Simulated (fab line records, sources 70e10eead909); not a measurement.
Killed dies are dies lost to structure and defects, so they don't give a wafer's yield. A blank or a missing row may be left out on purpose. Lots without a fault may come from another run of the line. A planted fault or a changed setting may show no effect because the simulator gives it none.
Which tool did it? | flow nand_harc | 12 lots, 36 wafers sampled, at 8 steps of a route of 1302

WHAT THE GAUGES READ, wafer by wafer
NHARC_A_ONON_D1_THK_MEAS_24: measures by ellipsometry. Usual: thk_nm 998 nm, standard deviation 9.8.
lot  | measured     | on            | thk_nm (nm)    | flag
L496 | day 8 12:03  | film_metro-02 | 997 996 997    |
L497 | day 9 00:04  | film_metro-01 | 985 986 985    |
L498 | day 9 10:16  | film_metro-01 | 1000 1000 1000 |
L499 | day 9 16:52  | film_metro-01 | 1002 1000 1002 |
L501 | day 11 02:14 | film_metro-01 | 1000 1000 1003 |
L503 | day 11 14:52 | film_metro-01 | 996 996 996    |
L510 | day 14 19:55 | film_metro-02 | 1009 1009 1009 |
L511 | day 15 04:20 | film_metro-01 | 1000 1001 998  |
L512 | day 15 04:20 | film_metro-02 | 988 987 987    |
L513 | day 15 15:14 | film_metro-02 | 1010 1010 1009 |
L516 | day 16 16:10 | film_metro-01 | 997 997 998    |
L517 | day 17 05:01 | film_metro-01 | 1013 1013 1015 |

NHARC_A_CHANNEL_HOLE_D1_CD_MEAS_10: target cd 100 nm. Usual: cd_nm 99.7 nm, standard deviation 0.51.
lot  | measured     | on        | cd_nm (nm)       | flag
L496 | day 8 16:32  | cd_sem-03 | 99.7 99.1 99.2   |
L497 | day 9 04:44  | cd_sem-02 | 99.3 99.6 99.2   |
L498 | day 9 21:09  | cd_sem-03 | 99.8 98.7 98.7   |
L499 | day 10 00:12 | cd_sem-02 | 99.6 99.9 99.7   |
L501 | day 11 06:51 | cd_sem-02 | 95.9 95.1 96.2   | OFF
L503 | day 11 22:43 | cd_sem-02 | 94.8 95.5 94.8   | OFF
L510 | day 15 00:18 | cd_sem-02 | 99.4 99.6 100.1  |
L511 | day 15 09:14 | cd_sem-01 | 98.9 99.6 98.9   |
L512 | day 15 09:28 | cd_sem-02 | 99.4 99.9 99.6   |
L513 | day 15 19:36 | cd_sem-02 | 99.3 99.4 99.6   |
L516 | day 17 04:41 | cd_sem-03 | 99.6 100.4 100.7 |
L517 | day 17 09:23 | cd_sem-02 | 99.3 99.9 98.9   |

NHARC_A_CHANNEL_HOLE_D1_OVL_MEAS_11. Usual: overlay_x_nm -0.2 nm, standard deviation 0.66; overlay_y_nm -0.2 nm, standard deviation 0.89.
lot  | measured     | on         | overlay_x_nm (nm) | overlay_y_nm (nm) | flag
L496 | day 8 16:38  | overlay-02 | 0.2 0.2 0.6       | -0.8 -1.6 -1.1    |
L497 | day 9 04:49  | overlay-02 | -0.8 -0.7 -0.4    | -0.1 0.1 0.2      |
L498 | day 9 21:14  | overlay-02 | -0.1 -0.4 -0.2    | 0.7 0.7 1.0       |
L499 | day 10 00:17 | overlay-02 | 0.2 0.3 -0.4      | -1.4 -1.6 -1.7    |
L501 | day 11 06:56 | overlay-01 | -0.9 -0.9 -0.6    | 0.2 0.6 0.0       |
L503 | day 11 22:48 | overlay-02 | -0.8 -0.5 -0.6    | -2.0 -1.4 -2.0    |
L510 | day 15 00:23 | overlay-02 | -0.6 -1.1 -1.3    | -0.6 -0.7 -0.4    |
L511 | day 15 09:20 | overlay-02 | -0.7 -1.0 -0.8    | 0.0 0.1 0.2       |
L512 | day 15 09:33 | overlay-01 | 0.1 0.0 -0.4      | -1.1 -0.7 -1.2    |
L513 | day 15 19:41 | overlay-01 | 0.0 0.2 0.1       | -0.5 -0.3 -1.2    |
L516 | day 17 04:46 | overlay-02 | -0.4 -0.2 0.0     | 0.5 -0.1 -0.2     |
L517 | day 17 09:28 | overlay-02 | 1.0 0.9 0.9       | 1.4 1.3 1.5       |

NHARC_A_CHANNEL_HOLE_D1_CD_MEAS_18. Usual: cd_nm 98.4 nm, standard deviation 2.5.
lot  | measured     | on        | cd_nm (nm)       | flag
L496 | day 8 17:52  | cd_sem-02 | 99.0 97.2 100.0  |
L497 | day 9 06:07  | cd_sem-02 | 99.2 96.5 99.0   |
L498 | day 9 22:27  | cd_sem-02 | 99.2 100.2 100.5 |
L499 | day 10 01:29 | cd_sem-03 | 103.3 98.9 98.7  |
L501 | day 11 08:24 | cd_sem-02 | 95.3 94.0 96.2   |
L503 | day 12 00:01 | cd_sem-02 | 89.6 95.7 91.7   |
L510 | day 15 01:37 | cd_sem-02 | 99.6 98.0 101.9  |
L511 | day 15 10:32 | cd_sem-02 | 101.7 99.8 98.4  |
L512 | day 15 10:46 | cd_sem-03 | 95.9 96.8 99.2   |
L513 | day 15 20:53 | cd_sem-01 | 100.7 101.4 99.2 |
L516 | day 17 05:58 | cd_sem-02 | 99.4 101.6 101.7 |
L517 | day 17 10:41 | cd_sem-03 | 98.4 102.4 98.1  |

NHARC_A_CHANNEL_HOLE_D1_CD_MEAS_30. Usual: cd_nm 89.7 nm, standard deviation 1.3.
lot  | measured     | on        | cd_nm (nm)     | flag
L496 | day 9 00:29  | cd_sem-02 | 90.4 89.1 89.4 |
L497 | day 9 11:44  | cd_sem-03 | 91.2 87.6 90.1 |
L498 | day 10 06:47 | cd_sem-03 | 90.1 87.9 89.3 |
L499 | day 10 07:24 | cd_sem-02 | 89.5 88.1 90.7 |
L501 | day 11 14:01 | cd_sem-02 | 83.8 85.1 85.5 | OFF
L503 | day 12 05:37 | cd_sem-03 | 85.1 85.0 84.8 | OFF
L510 | day 15 07:11 | cd_sem-03 | 90.7 90.5 90.5 |
L511 | day 15 18:05 | cd_sem-01 | 88.5 89.0 91.0 |
L512 | day 16 02:01 | cd_sem-02 | 90.8 91.4 88.7 |
L513 | day 16 02:35 | cd_sem-01 | 90.2 89.8 89.9 |
L516 | day 17 13:45 | cd_sem-03 | 89.4 90.7 90.6 |
L517 | day 17 19:09 | cd_sem-02 | 88.1 89.0 89.0 |

NHARC_END_SORT_01. Usual: killed_at_array 57, standard deviation 20; killed_at_other 1.3, standard deviation 1.4; killed_at_periphery 3.4, standard deviation 2.4; killed_dies 61, standard deviation 19; killed_open 2.9, standard deviation 1.8; killed_short 2.5, standard deviation 1.6.
lot  | measured     | on        | killed_at_array | killed_at_other | killed_at_periphery | killed_dies | killed_open | killed_short | flag
L496 | day 25 01:00 | prober-01 | 82 76 62        | 0 1 2           | 1 3 4               | 83 80 68    | 5 3 6       | 2 2 3        |
L497 | day 25 13:47 | prober-01 | 22 25 34        | 2 4 1           | 3 7 4               | 27 36 39    | 0 3 3       | 2 3 7        |
L498 | day 26 06:37 | prober-02 | 36 44 38        | 0 0 0           | 4 4 5               | 40 48 43    | 4 0 4       | 4 3 1        |
L499 | day 25 12:58 | prober-02 | 57 64 64        | 1 0 0           | 7 5 5               | 65 69 69    | 3 3 3       | 5 5 1        |
L501 | day 27 11:46 | prober-01 | 50 56 64        | 1 0 0           | 3 2 3               | 54 58 67    | 3 0 2       | 1 1 1        |
L503 | day 28 04:57 | prober-02 | 94 99 86        | 1 2 3           | 2 6 3               | 97 107 92   | 3 1 7       | 3 4 5        |
L510 | day 30 16:39 | prober-02 | 55 63 52        | 1 0 0           | 3 1 2               | 59 64 54    | 4 0 3       | 1 2 4        |
L511 | day 31 15:16 | prober-02 | 75 75 82        | 1 0 1           | 0 5 3               | 76 80 86    | 0 7 3       | 2 9 5        |
L512 | day 32 17:53 | prober-01 | 46 35 40        | 5 2 2           | 8 5 6               | 59 42 48    | 5 5 4       | 1 3 0        |
L513 | day 31 14:25 | prober-01 | 46 41 45        | 1 0 2           | 11 3 5              | 58 44 52    | 4 2 6       | 2 3 2        |
L516 | day 33 11:52 | prober-01 | 93 90 86        | 2 4 2           | 3 5 2               | 98 99 90    | 3 4 2       | 1 0 0        |
L517 | day 33 16:25 | prober-02 | 60 75 84        | 2 1 1           | 2 1 1               | 64 77 86    | 4 1 2       | 2 1 2        |

WHICH TOOL RAN EACH LOT (tool, then ch and the chambers of the sampled wafers, then the start)
lot  | NHARC_A_CHANNEL_HOLE_D1_PEB_08    | NHARC_A_CHANNEL_HOLE_D1_XSEM_31
L496 | litho_track-04 ch 0, day 8 16:28  | xsem-02 ch 0, day 9 00:35
L497 | litho_track-01 ch 0, day 9 04:39  | xsem-02 ch 0, day 9 11:49
L498 | litho_track-04 ch 0, day 9 21:04  | xsem-01 ch 0, day 10 06:53
L499 | litho_track-01 ch 0, day 10 00:07 | xsem-02 ch 0, day 10 07:29
L501 | litho_track-04 ch 0, day 11 06:46 | xsem-01 ch 0, day 11 14:06
L503 | litho_track-04 ch 0, day 11 22:38 | xsem-02 ch 0, day 12 05:43
L510 | litho_track-06 ch 0, day 15 00:13 | xsem-01 ch 0, day 15 07:16
L511 | litho_track-04 ch 0, day 15 09:10 | xsem-02 ch 0, day 15 18:10
L512 | litho_track-04 ch 0, day 15 09:23 | xsem-02 ch 0, day 16 02:06
L513 | litho_track-04 ch 0, day 15 19:31 | xsem-01 ch 0, day 16 02:40
L516 | litho_track-01 ch 0, day 17 04:36 | xsem-02 ch 0, day 17 13:51
L517 | litho_track-04 ch 0, day 17 09:18 | xsem-02 ch 0, day 17 19:14
- NHARC_A_CHANNEL_HOLE_D1_PEB_08: peb time 65 s.
- NHARC_A_CHANNEL_HOLE_D1_XSEM_31

WHAT THE TOOLS THEMSELVES READ (means of the sampled wafers that have a number; where no wafer has one, the mark that the record gives instead)
NHARC_A_CHANNEL_HOLE_D1_PEB_08. Usual: exhaust_pa 45.1 Pa, standard deviation 0.79; heater_power_total_W 156.6 W, standard deviation 0.41; plate_temp_C 100.04 C, standard deviation 0.14.
lot  | tool           | exhaust_pa (Pa) | heater_power_total_W (W) | plate_temp_C (C) | flag
L496 | litho_track-04 | 45.5            | 156.2                    | 100.12           |
L497 | litho_track-01 | 44.9            | 156.6                    | 100.03           |
L498 | litho_track-04 | 44.6            | 156.4                    | 99.96            |
L499 | litho_track-01 | 45.4            | 156.5                    | 100.20           |
L501 | litho_track-04 | 44.1            | 153.8                    | 98.75            | OFF
L503 | litho_track-04 | 45.1            | 153.3                    | 98.60            | OFF
L510 | litho_track-06 | 45.7            | 156.6                    | 100.10           |
L511 | litho_track-04 | 44.6            | 156.6                    | 100.04           |
L512 | litho_track-04 | 45.0            | 156.6                    | 99.96            |
L513 | litho_track-04 | 45.1            | 156.5                    | 100.05           |
L516 | litho_track-01 | 44.9            | 156.7                    | 100.02           |
L517 | litho_track-04 | 45.3            | 156.3                    | 100.04           |

NHARC_A_CHANNEL_HOLE_D1_XSEM_31. Usual: bot_cd_nm 74.3 nm, standard deviation 1.5; bow_nm 8.51 nm, standard deviation 0.29; tilt_deg 0.069 degrees, standard deviation 0.03.
lot  | tool    | bot_cd_nm (nm) | bow_nm (nm) | tilt_deg (degrees) | flag
L496 | xsem-02 | 74.1           | 9.02        | 0.103              |
L497 | xsem-02 | 74.3           | 8.15        | 0.046              |
L498 | xsem-01 | 72.9           | 8.06        | 0.053              |
L499 | xsem-02 | 73.3           | 8.42        | 0.114              |
L501 | xsem-01 | 69.6           | 8.58        | 0.062              | OFF
L503 | xsem-02 | 69.8           | 8.57        | 0.075              |
L510 | xsem-01 | 75.5           | 8.66        | 0.031              |
L511 | xsem-02 | 73.8           | 8.53        | 0.086              |
L512 | xsem-02 | 73.9           | 8.37        | 0.089              |
L513 | xsem-01 | 75.4           | 9.04        | 0.037              |
L516 | xsem-02 | 74.5           | 8.28        | 0.075              |
L517 | xsem-02 | 73.0           | 8.07        | 0.029              |

THE ANSWER, worked out from the rows above alone
Rule: a lot is off if the mean of its wafers that have a number lies more than 3 standard deviations from the usual mean. A lot without any number at a reading at which 4 lots or more have one is off too. The other lots that the step has rows for count as sound. The gauges are gone through in route order, then the tools' own readings, and for those a lot's mean is taken as printed above. The first step at which some lot is off is used, and at that step the reading that is off furthest; a lot without a number counts as furthest.
Off: L501, L503, at NHARC_A_CHANNEL_HOLE_D1_CD_MEAS_10 (cd_nm).
A tool fits if, at a process step before that reading, it ran every lot that is off, and no sound lot after the first of them. The gauges at NHARC_A_CHANNEL_HOLE_D1_CD_MEAS_10 aren't tried: what is off there is off at NHARC_A_CHANNEL_HOLE_D1_PEB_08 too, on other tools, and a gauge's error can't cause that. None of those tried fits.

WHAT THE SIMULATOR HAD PUT IN
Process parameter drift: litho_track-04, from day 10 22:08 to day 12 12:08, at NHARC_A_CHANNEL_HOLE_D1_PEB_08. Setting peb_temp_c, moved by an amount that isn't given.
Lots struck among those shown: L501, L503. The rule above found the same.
